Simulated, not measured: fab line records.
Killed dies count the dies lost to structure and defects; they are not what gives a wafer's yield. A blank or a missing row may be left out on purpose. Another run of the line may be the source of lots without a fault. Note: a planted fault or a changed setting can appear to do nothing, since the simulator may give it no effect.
Matching of chambers	flow nandHarc	cmp-04 running NHARC_A_WL_FILL_CMP_12: 4 sister chambers
The step polishes, t overpolish 30 s, target thk 100 nm. 8 wafers are shown with their chamber, then 7 later ones without.

== WAFERS PAIRED WITH THEIR CHAMBERS ==
wafer	chamber	motorCurrentA (A)	overpolishRunS (s)
L075.5	1	16.8	29.979
L077.2	1	15.6	29.998
L078.2	3	12.2	30.007
L080.1	2	12.4	30.007
L080.4	0	9.3	29.993
L080.6	2	12.1	30.018
L088.1	0	10.1	30.008
L088.4	3	12.4	30.006

== WAFERS WHOSE CHAMBER IS MISSING ==
wafer	motorCurrentA (A)	overpolishRunS (s)
L088.5	12.0	29.996
L093.1	12.1	30.000
L093.2	15.5	30.005
L093.4	12.3	30.010
L094.2	16.3	30.005
L094.4	13.0	30.005
L094.5	15.8	30.010

== THE CHAMBER EACH PASSED THROUGH ==
wafer	from the rows above	in truth
L088.5	can't be placed: 3 or 2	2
L093.1	can't be placed: 3 or 2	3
L093.2	1	1
L093.4	can't be placed: 2 or 3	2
L094.2	1	1
L094.4	can't be placed: 3 or 2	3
L094.5	1	1
Correct placement for 3 of the 7. Not placeable from these rows: 4 (in 4, the candidates include the true chamber). Placed wrongly: 0.
How it was worked out, from the rows above alone: a wafer's distance from a chamber is the root of the sum, over the readings, of the square of ((its reading less the chamber's mean) divided by the reading's scatter). If the next closest chamber is less than 2 further off than the closest, the wafer can't be placed; otherwise it belongs to the closest. A chamber's mean is the mean of its shown wafers. The scatter: the root of (the sum of the squares of (reading less its chamber's mean) over the shown wafers, divided by (wafers less chambers)).
